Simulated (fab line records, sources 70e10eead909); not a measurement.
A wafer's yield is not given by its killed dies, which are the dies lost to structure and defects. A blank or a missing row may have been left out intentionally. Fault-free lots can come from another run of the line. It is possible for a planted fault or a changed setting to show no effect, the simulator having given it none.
Matching of chambers || flow nandHarc || NHARC_A_WL_FILL_CMP_12 on cmp-03: 4 sister chambers
The step polishes, t overpolish 30 s, target thk 100 nm. 4 wafers are shown with their chamber, then 6 later ones without.

== EACH WAFER AND ITS CHAMBER ==
{"wafer": "L975.2", "chamber": 1, "motorCurrentA (A)": 10.7}
{"wafer": "L977.5", "chamber": 0, "motorCurrentA (A)": 12.4}
{"wafer": "L981.1", "chamber": 3, "motorCurrentA (A)": 12.7}
{"wafer": "L981.3", "chamber": 2, "motorCurrentA (A)": 11.2}

== WAFERS WHOSE CHAMBER IS MISSING ==
{"wafer": "L990.1", "motorCurrentA (A)": 10.7}
{"wafer": "L990.4", "motorCurrentA (A)": 13.1}
{"wafer": "L990.5", "motorCurrentA (A)": 13.6}
{"wafer": "L993.1", "motorCurrentA (A)": 12.8}
{"wafer": "L993.5", "motorCurrentA (A)": 10.9}
{"wafer": "L993.6", "motorCurrentA (A)": 11.1}

== CHAMBER TAKEN BY EACH ==
{"wafer": "L990.1", "from the rows above": "can't be placed: 1 or 2", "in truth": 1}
{"wafer": "L990.4", "from the rows above": "can't be placed: 3 or 0", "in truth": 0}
{"wafer": "L990.5", "from the rows above": "can't be placed: 3 or 0", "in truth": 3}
{"wafer": "L993.1", "from the rows above": "can't be placed: 3 or 0", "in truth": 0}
{"wafer": "L993.5", "from the rows above": "can't be placed: 1 or 2", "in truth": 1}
{"wafer": "L993.6", "from the rows above": "can't be placed: 2 or 1", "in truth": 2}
Correct placement for 0 of the 6. Cannot be placed on the basis of these rows: 6; the candidates contain the true chamber in 6. Placed wrongly: 0.
How it was worked out, from the rows above alone: a wafer's distance from a chamber is the root of the sum, over the readings, of the square of ((its reading less the chamber's mean) divided by the reading's scatter). The wafer belongs to the nearest chamber; if the next one is less than 2 further off, it can't be placed. For every chamber, the mean is computed from those of its wafers that are shown. The scatter: with one shown wafer a chamber, the root of the mean of the squares of how far each hidden wafer lies from its nearest shown one.
